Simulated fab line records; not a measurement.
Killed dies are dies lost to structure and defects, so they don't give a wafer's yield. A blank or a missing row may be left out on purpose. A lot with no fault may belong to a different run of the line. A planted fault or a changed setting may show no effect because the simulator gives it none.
Struck lot and sound lot, side by side ; flow n5 finfet ; 15 out of 1938 route steps
Sound: these wafers, L850.2, L850.3, L850.5. Struck: wafer L869.4 (L869.1, L869.3, from the same lot, were not struck and are left out); the cause is given at the end.
Each step with rows lists, per side, the tool, then ch with its chambers, then its first start. Under that, the readings that differ: sound wafers ; struck wafers ; difference of the means ; sigmas: that difference in standard deviations of wafers without a fault.
alike: same words and numbers on both sides, and readings whose means sit less than 2 such deviations apart. not compared: any withheld reading, any reading some wafer has no value for, any bound like >300 that may hide the same value, and any number with overlapping values for which the record gives no deviation.
A row with sigmas, a row that says differs or no value, or rows on one side alone: a step with any of these is where the two part. When numbers do not overlap yet have no deviation, they are printed without sigmas and do not part them. A reading missing from all wafers of one side parts the sides only when that side holds two or more wafers.

N5_BEOL_M6_ALD_77: deposits TaN, target thk 2 nm, pulse time 2 s, purge time 3 s.
  sound on ald metal-04 ch 1,2,3, day 8 20:15; struck on ald metal-04 ch 2, day 14 18:38
  alike: heater power w
N5_BEOL_M6_SURFACE_TREAT_79:
  struck on pvd sputter-01, day 14 18:55; sound on pvd sputter-03, day 8 20:34
  not compared: throttle valve pct
then, 3 steps without rows for these wafers: N5_BEOL_M6_CVD_78 (deposits Co from CCTBA/H2, target thk 2 nm, time 142.3 s); N5_BEOL_M6_SPUTTER_48 (material Cu, target thk 10 nm, time 1.667 s); N5_BEOL_M6_ECD_50 (material Cu, target thk 300 nm).
N5_BEOL_M6_ANNEAL_51: time 90 s.
  sound on rtp anneal-01 ch 0, day 8 21:02; struck on rtp anneal-02 ch 0, day 14 21:39
  alike: anneal temp c max, wafer_temp_C_max
N5_BEOL_M6_CMP_52: polishes, stops on SiCOH lowk, t overpolish 6.9 s, target thk 80 nm.
  sound on cmp-04 ch 1,3, day 8 21:20; struck on cmp-04 ch 2, day 14 21:57
  alike: barrier field endpoint s, motor current A, overpolish run s, platen rpm, time to endpoint s
N5_BEOL_M6_THK_MEAS_53: measures by xrf.
  struck on film metro-02, day 14 22:15; sound on film metro-01, day 8 21:35
  alike: M6_THK
then, 1 step without rows for these wafers: N5_BEOL_M6_PRE_CLEAN_55 (time 15 s).
N5_BEOL_M6_DEP_56: deposits SiCN from 3MS/NH3, target thk 10 nm, time 17.5 s.
  sound on pecvd-01 ch 1,2, day 8 21:39; struck on pecvd-01 ch 1, day 14 22:19
  alike: showerhead plenum p Torr, throttle valve pct
N5_BEOL_M6_RS_MEAS_57: measures by four-point-probe.
  struck on film metro-02, day 14 22:23; sound on film metro-01, day 8 21:43
  alike: M6_RS
N5_BEOL_M6_INSPECT_58: inspects for defects (darkfield).
  struck on defect inspect-01, day 14 22:24; sound on defect inspect-02, day 8 21:44
  alike: raw defect count
N5_BEOL_M7_ILD_DEP_00: deposits SiCOH lowk from DEMS/porogen, target thk 179.75 nm, time 33.4 s.
  sound on pecvd-02 ch 0,1,2, day 8 21:47; struck on pecvd-02 ch 0, day 14 22:26
reading;sound;struck;difference;sigmas
susceptor temp C (C);300.00 299.95 299.77;296.60;-3.31;-17
  alike: heater power w, showerhead plenum p Torr, throttle valve pct
then, 1 step without rows for these wafers: N5_BEOL_M7_CURE_74 (cures SiCOH lowk, time 240 s).
-- record jumps: 4 days separate the struck wafers' starts on either side; left off in module BEOL_M7, taken up again in module PASSIVATION, whose first shown step is the route's number 1936 --
N5_PASSIVATION_PROBE_49:
  struck on prober-02, day 18 15:01; sound on prober-01, day 12 10:31
reading;sound;struck;difference;sigmas
defect limited yield (%);93.8 92.5 94.7;88.7;-5.0;-3
killed_at_M0_to_M3;20 21 23;77;+56;+5
killed dies;73 88 62;133;+59;+3
killed open;47 59 36;88;+41;+3
killed short;26 29 25;45;+18;+2
sort_bin_5_function (%);3.8 3.6 3.3;6.3;+2.7;+3
sort_bin_6_memory (%);2.2 3.6 1.5;4.2;+1.8;+3
sort n pass;1107 1092 1118;1047;-59;-3
sort yield pct (%);93.8 92.5 94.7;88.7;-5.0;-3
  alike: killed_at_M4_up, killed at contacts, killed at front end, killed at other

WHERE THEY PART
Last at N5_PASSIVATION_PROBE_49 as far as this record goes, first at N5_BEOL_M7_ILD_DEP_00.

WHY: the cause the simulator had injected
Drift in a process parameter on pecvd-02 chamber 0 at N5_BEOL_M7_ILD_DEP_00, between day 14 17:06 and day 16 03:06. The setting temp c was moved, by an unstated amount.
